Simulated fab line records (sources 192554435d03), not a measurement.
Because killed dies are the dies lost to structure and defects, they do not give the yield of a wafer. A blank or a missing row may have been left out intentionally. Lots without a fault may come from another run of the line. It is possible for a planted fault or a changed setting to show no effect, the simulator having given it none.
Chamber matching ; flow n5-finfet ; pecvd-03 running N5_BEOL_M0_SAQP_PECVD_97: 3 sister chambers
The step deposits SiNx from SiH4/NH3/N2, target thk 23 nm, time 19.9 s. 3 wafers are shown with their chamber, then 9 later ones without.

== WAFERS PAIRED WITH THEIR CHAMBERS ==
wafer;chamber;throttle-valve-pct (%)
L086.1;2;40.8
L086.4;0;39.6
L090.5;1;43.4

== WAFERS WHOSE CHAMBER IS MISSING ==
wafer;throttle-valve-pct (%)
L091.1;43.3
L091.3;43.4
L091.5;43.7
L093.3;43.3
L093.5;43.4
L093.6;39.6
L095.1;37.2
L095.2;43.4
L095.4;43.3

== CHAMBER TAKEN BY EACH ==
wafer;from the rows above;in truth
L091.1;1;1
L091.3;1;1
L091.5;1;1
L093.3;1;1
L093.5;1;1
L093.6;can't be placed: 0 or 2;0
L095.1;can't be placed: 0 or 2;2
L095.2;1;1
L095.4;1;1
Placed correctly: 7 of 9. Can't be placed from these rows: 2 (the true chamber is among the candidates in 2). 0 placed wrongly.
How it was worked out, from the rows above alone: a wafer's distance from a chamber is the root of the sum, over the readings, of the square of ((its reading less the chamber's mean) divided by the reading's scatter). If the next closest chamber is less than 2 further off than the closest, the wafer can't be placed; otherwise it belongs to the closest. Each chamber's mean is taken over the wafers shown for it. The scatter: root of mean squared gap, hidden wafer to nearest shown wafer, with one shown wafer a chamber.
